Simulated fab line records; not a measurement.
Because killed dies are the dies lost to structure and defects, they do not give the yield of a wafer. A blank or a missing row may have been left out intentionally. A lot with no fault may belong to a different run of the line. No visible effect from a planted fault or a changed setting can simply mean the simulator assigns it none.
Comparing a struck lot with a sound one / flow nand-harc / 14 out of 1159 route steps
Sound: the wafers L943.1, L943.5, L943.6. Struck: wafer L950.3. (L950.4, L950.6 of the same lot were not struck and are left out.) The cause comes at the end.
For every step that has rows: the tool of each side, followed by ch and its chambers, followed by its first start. Under that, the readings that differ: sound wafers / struck wafers / difference of the means / sigmas: that difference in standard deviations of wafers without a fault.
alike: words and numbers the same on both sides, and readings whose means are apart by under 2 such deviations; not compared: readings that were withheld, readings missing a value for some wafer, numbers with overlapping values and no deviation given by the record, and bounds like >300 which may hide the same value.
A row with sigmas, a row that says differs or no value, or rows on one side alone: a step with any of these is where the two part. Numbers that don't overlap but have no deviation are shown without sigmas and don't part them. A reading that every wafer of one side lacks parts them only if that side has two wafers or more.

first, 8 steps without rows for these wafers: NHARC_P_M1_HMDS_02 (time 30 s); NHARC_P_M1_COAT_34 (time 65 s); NHARC_P_M1_COAT_03 (resist thk 90 nm); NHARC_P_M1_SOFTBAKE_04 (time 55 s); NHARC_P_M1_EBR_05; NHARC_P_M1_EXPOSE_06 (exposes mask P M1, target cd 130 nm); NHARC_P_M1_PEB_07 (peb time 65 s); NHARC_P_M1_DEVELOP_08 (develop time 35 s).
NHARC_P_M1_CD_MEAS_09: the cd target is 130 nm.
  sound on cd-sem-01 ch 0, day 6 11:19; struck on cd-sem-01 ch 0, day 8 08:31
  alike: cd-nm
NHARC_P_M1_OVL_MEAS_10: pitch 260 nm.
  sound on overlay-02 at day 6 11:25; struck on overlay-02 at day 8 08:36
  alike: overlay-x-nm, overlay-y-nm
NHARC_P_M1_INSPECT_11:
  sound on defect-inspect-01 at day 6 11:27; struck on defect-inspect-01 at day 8 08:38
  alike: raw-defect-count
NHARC_P_M1_DESCUM_14: chemistry O2, time 3 s.
  sound on rie-diel-12 ch 0,1,3, day 6 11:32; struck on rie-diel-11 ch 0, day 8 08:42
  alike: drypump-motor-current-A, oes-product-au, rf-vpp-V, showerhead-plenum-p-Torr, throttle-valve-pct
  not compared: rf-hours-counter-h
NHARC_P_M1_ETCH_35: etches the open film in N2/H2, target depth 40 nm, overetch 12 nm, time 43.94 s.
  sound on rie-diel-12 ch 0,1,2, day 6 11:37; struck on rie-diel-11 ch 0, day 8 08:47
reading=oes-product-au (a.u.); sound=1.013 1.005 0.994; struck=0.837; difference=-0.167; sigmas=-13
  alike: drypump-motor-current-A, n2-flow-sccm, rf-vpp-V, showerhead-plenum-p-Torr, throttle-valve-pct
  not compared: rf-hours-counter-h
NHARC_P_M1_ETCH_15: etches the open film in C4F8/Ar, target depth 182.5 nm, time 91.2 s.
  sound: rie-diel-12 ch 0,2,3; struck: rie-diel-11 ch 2
reading=oes-product-au (a.u.); sound=0.955 0.963 1.004; struck=0.923; difference=-0.051; sigmas=-2
  alike: rf-vpp-V
  not compared: rf-hours-counter-h

## WHERE THEY PART
First at NHARC_P_M1_ETCH_35; last, within this record, at NHARC_P_M1_ETCH_15.

WHY: whatever the simulator had introduced
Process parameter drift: rie-diel-11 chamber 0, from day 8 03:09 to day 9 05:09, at NHARC_P_M1_ETCH_35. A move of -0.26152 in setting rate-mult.
